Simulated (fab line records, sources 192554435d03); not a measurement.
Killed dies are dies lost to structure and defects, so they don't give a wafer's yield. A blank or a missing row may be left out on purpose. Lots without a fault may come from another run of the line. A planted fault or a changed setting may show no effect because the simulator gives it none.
Split-lot experiment | flow n5_finfet | 7 lots, 21 wafers read, on a route of 1938 steps

THE SPLIT
At N5_FIN_SAQP_SPACER1_ALD_24 (deposits SiO2, target thk 20.3 nm, pulse time 1 s, purge time 2 s), the setting temp_c was moved away from the recipe's 300 C on 7 of the 21 wafers read, by -3.8% to +4.2%. The other wafers ran this setting at the recipe's value.

FROM THE SPLIT TO THE READING: what the file shows between them, 1 step
- N5_FIN_SAQP_SPACER1_ETCHBACK_25: etches SiO2 in CHF3/O2, target depth 24.4 nm, time 12.2 s

THE READING
FIN_SAQP.cd_nm (the simulator's own value, which no gauge read), in nm, at N5_FIN_SAQP_MANDREL1_REMOVE_56 (chemistry HBr/Cl2/O2, target a-Si, stops on SiNx, bt time 10 s). The file gives no usual value for it. The 14 wafers here that ran the recipe average 20.3 nm, standard deviation 0.099 nm.

wafer  | tool, chamber at the split | temp_c as run, C | against the recipe | FIN_SAQP.cd_nm, nm | against lot-mates on the recipe
L078.4 | ald_sin-03, 3              | 312.5            | +4.2%              | 19.8               | -0.4
L078.5 | ald_sin-03, 1,2            | 300              | recipe             | 20.2               | -
L078.6 | ald_sin-03, 1,2            | 300              | recipe             | 20.2               | -
L080.3 | ald_sin-02, 3,0,3          | 300              | recipe             | 20.2               | -
L080.4 | ald_sin-02, 3,0,3          | 300              | recipe             | 20.4               | -
L080.5 | ald_sin-02, 3,0,3          | 300              | recipe             | 20.4               | -
L081.1 | ald_sin-01, 3              | 292.5            | -2.5%              | 21                 | +0.6
L081.2 | ald_sin-01, 2,1            | 300              | recipe             | 20.4               | -
L081.5 | ald_sin-01, 2,1            | 300              | recipe             | 20.4               | -
L084.1 | ald_sin-03, 3              | 300              | recipe             | 20.2               | -
L084.4 | ald_sin-03, 0              | 292.9            | -2.4%              | 21                 | +0.7
L084.5 | ald_sin-03, 3              | 300              | recipe             | 20.4               | -
L093.1 | ald_sin-01, 0              | 306.2            | +2.1%              | 20.2               | +0.0
L093.3 | ald_sin-01, 1,2            | 300              | recipe             | 20.2               | -
L093.6 | ald_sin-01, 1,2            | 300              | recipe             | 20.2               | -
L096.3 | ald_sin-01, 3,0            | 300              | recipe             | 20.4               | -
L096.4 | ald_sin-01, 3,0            | 300              | recipe             | 20.2               | -
L096.5 | ald_sin-01, 1              | 288.5            | -3.8%              | 21                 | +0.7
L097.1 | ald_sin-02, 0              | 300              | recipe             | 20.2               | -
L097.3 | ald_sin-02, 1,3            | 312.5            | +4.2%              | 19.8               | -0.4
L097.6 | ald_sin-02, 1,3            | 312.5            | +4.2%              | 19.8               | -0.4
Where a row lists several chambers, the file gives one row for several wafers and doesn't say which wafer went through which chamber.

THE FIT
A straight line over all 21 wafers: FIN_SAQP.cd_nm changes by -0.155 nm for each +1% of temp_c; r = -0.91; the points scatter about the line by 0.15 nm.
The same after taking each lot's own level away (the mean of its wafers on the recipe; 21 wafers): -0.136 nm for each +1%; r = -0.90; scatter 0.14 nm.
On that fit, the largest move of temp_c shifts the reading by 0.57 nm.
The lots' own levels span 20.20 to 20.40 nm, that is 2.0 times the standard deviation above.
So the lot-to-lot level changes the slope: the two fits differ.
Check: with one of the wafers moved furthest among these (+4.2%) left out of the fit, the line predicts -0.519 nm for it against its lot-mates. It came out at -0.4 nm against them.

OTHER SPLITS ON THESE WAFERS
These wafers also went through other splits before the reading. Each is held against what the fit with the lots' levels taken away leaves over:
other split on the same wafers            | wafers away from the commonest value | r with FIN_SAQP.cd_nm (lot level and that fit taken away)
N5_WELL_APT_COAT_02 spin_rpm              | 10                                   | +0.08
N5_WELL_APT_PEB_06 peb_time_s             | 7                                    | -0.50
N5_PMOS_HMC_CHANNEL_EPI_EXPOSE_06 dose_mj | 9                                    | +0.11
N5_PMOS_HMC_CHANNEL_EPI_PEB_07 peb_time_s | 6                                    | -0.28

THE FILE'S OWN FIT
FIN_SAQP.cd_nm changes by -0.14 nm for each +1% of temp_c, r = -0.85.
